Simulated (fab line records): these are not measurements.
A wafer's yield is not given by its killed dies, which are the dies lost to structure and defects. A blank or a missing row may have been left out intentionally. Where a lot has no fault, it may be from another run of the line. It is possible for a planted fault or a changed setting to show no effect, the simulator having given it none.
Matching of chambers + flow nand harc + 4 sister chambers for NHARC_A_WL_FILL_ALD_02 on ald metal-02
The step deposits TiN, target thk 2 nm, pulse time 3 s, ald cycles 100. 4 wafers are shown with their chamber, then 11 later ones without.

## WAFERS, EACH WITH ITS CHAMBER
| wafer  | chamber | heater power w (W) |
|--------|---------|--------------------|
| L087.1 | 3       | 901                |
| L088.4 | 2       | 1035               |
| L088.5 | 1       | 1129               |
| L092.3 | 0       | 1115               |

## WAFERS MISSING THEIR CHAMBER
| wafer  | heater power w (W) |
|--------|--------------------|
| L092.4 | 1052               |
| L092.6 | 916                |
| L092.1 | 896                |
| L092.2 | 1173               |
| L092.5 | 1068               |
| L095.3 | 1075               |
| L095.4 | 1161               |
| L095.6 | 1131               |
| L096.3 | 1081               |
| L096.4 | 1147               |
| L096.5 | 915                |

## WHICH CHAMBER EACH WENT THROUGH
| wafer  | from the rows above          | in truth |
|--------|------------------------------|----------|
| L092.4 | can't be placed: 2 or 0      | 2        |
| L092.6 | 3                            | 3        |
| L092.1 | 3                            | 3        |
| L092.2 | can't be placed: 1 or 0      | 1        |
| L092.5 | can't be placed: 2 or 0 or 1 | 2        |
| L095.3 | can't be placed: 0 or 2 or 1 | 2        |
| L095.4 | can't be placed: 1 or 0      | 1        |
| L095.6 | can't be placed: 1 or 0      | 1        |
| L096.3 | can't be placed: 0 or 2 or 1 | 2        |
| L096.4 | can't be placed: 1 or 0      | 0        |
| L096.5 | 3                            | 3        |
Correctly placed: 3 of 11. Can't be placed from these rows: 8 (the true chamber is among the candidates in 8). Placed wrongly: 0.
How it was worked out, from the rows above alone: a wafer's distance from a chamber is the root of the sum, over the readings, of the square of ((its reading less the chamber's mean) divided by the reading's scatter). If the next closest chamber is less than 2 further off than the closest, the wafer can't be placed; otherwise it belongs to the closest. A chamber's mean is the mean of its shown wafers. The scatter (one wafer shown for each chamber): square how far every hidden wafer sits from the nearest shown wafer, average those squares and take the square root.
